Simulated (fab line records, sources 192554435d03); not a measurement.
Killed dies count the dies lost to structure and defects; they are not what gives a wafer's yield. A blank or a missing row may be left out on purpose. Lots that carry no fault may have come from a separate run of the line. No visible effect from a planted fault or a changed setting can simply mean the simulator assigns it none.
Chamber matching    flow n5_finfet    N5_BEOL_M6_ETCH_65 on rie_diel-06: 4 sister chambers
The step etches SiARC in CF4, target depth 15.6 nm, time 26 s. 6 wafers are shown with their chamber, then 8 later ones without.

== WAFERS WITH THEIR CHAMBER ==
wafer   chamber  drypump_motor_current_A (A)  throttle_valve_pct (%)
L076.5  1        5.8                          15.84
L084.5  3        5.4                          15.47
L087.3  0        5.7                          15.75
L087.5  2        6.8                          16.16
L087.6  0        5.8                          15.77
L092.1  3        5.4                          15.52

== WAFERS WHOSE CHAMBER IS MISSING ==
wafer   drypump_motor_current_A (A)  throttle_valve_pct (%)
L092.4  5.8                          15.80
L092.5  5.8                          15.91
L093.1  5.8                          15.80
L093.4  5.4                          15.52
L093.6  6.8                          16.19
L097.2  5.4                          15.54
L097.4  5.7                          15.81
L097.6  5.4                          15.55

== WHICH CHAMBER EACH WENT THROUGH ==
wafer   from the rows above      in truth
L092.4  can't be placed: 1 or 0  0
L092.5  1                        1
L093.1  can't be placed: 1 or 0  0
L093.4  3                        3
L093.6  2                        2
L097.2  3                        3
L097.4  can't be placed: 0 or 1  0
L097.6  3                        3
Correct placement for 5 of the 8. Not placeable from these rows: 3 (in 3, the candidates include the true chamber). Wrongly placed: 0.
How it was worked out, from the rows above alone: a wafer's distance from a chamber is the root of the sum, over the readings, of the square of ((its reading less the chamber's mean) divided by the reading's scatter). The wafer belongs to the nearest chamber; if the next one is less than 2 further off, it can't be placed. For every chamber, the mean is computed from those of its wafers that are shown. The scatter is the square root of a quotient: the sum, over the shown wafers, of each reading's squared deviation from its chamber's mean, divided by wafers minus chambers.
